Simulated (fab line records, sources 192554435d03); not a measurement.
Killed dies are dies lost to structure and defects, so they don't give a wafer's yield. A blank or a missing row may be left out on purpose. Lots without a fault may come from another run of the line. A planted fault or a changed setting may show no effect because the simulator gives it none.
Chamber matching | flow n5_finfet | N5_BEOL_M0_SAQP_MANDREL_ETCH_20 on rie_si-04: 4 sister chambers
The step etches a-Si in HBr/Cl2, stops on SiNx, target depth 60 nm, bt time 10 s, time 30 s. 4 wafers are shown with their chamber, then 7 later ones without.

WAFERS WITH THEIR CHAMBER
wafer  | chamber | throttle_valve_pct (%)
L084.6 | 1       | 35.1
L086.3 | 0       | 35.8
L086.6 | 2       | 35.1
L087.5 | 3       | 35.1

WAFERS WITHOUT THEIR CHAMBER
wafer  | throttle_valve_pct (%)
L087.6 | 35.1
L090.3 | 35.1
L090.4 | 35.7
L090.6 | 35.1
L097.2 | 35.7
L097.3 | 35.0
L097.6 | 35.1

WHICH CHAMBER EACH WENT THROUGH
wafer  | from the rows above          | in truth
L087.6 | can't be placed: 1 or 2 or 3 | 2
L090.3 | can't be placed: 1 or 2 or 3 | 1
L090.4 | 0                            | 0
L090.6 | can't be placed: 1 or 2 or 3 | 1
L097.2 | 0                            | 0
L097.3 | can't be placed: 1 or 2 or 3 | 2
L097.6 | can't be placed: 1 or 2 or 3 | 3
Placed correctly: 2 of 7. Can't be placed from these rows: 5 (the true chamber is among the candidates in 5). Placed wrongly: 0.
How it was worked out, from the rows above alone: a wafer's distance from a chamber is the root of the sum, over the readings, of the square of ((its reading less the chamber's mean) divided by the reading's scatter). The wafer belongs to the nearest chamber; if the next one is less than 2 further off, it can't be placed. A chamber's mean is the mean of its shown wafers. The scatter: with one shown wafer a chamber, the root of the mean of the squares of how far each hidden wafer lies from its nearest shown one.
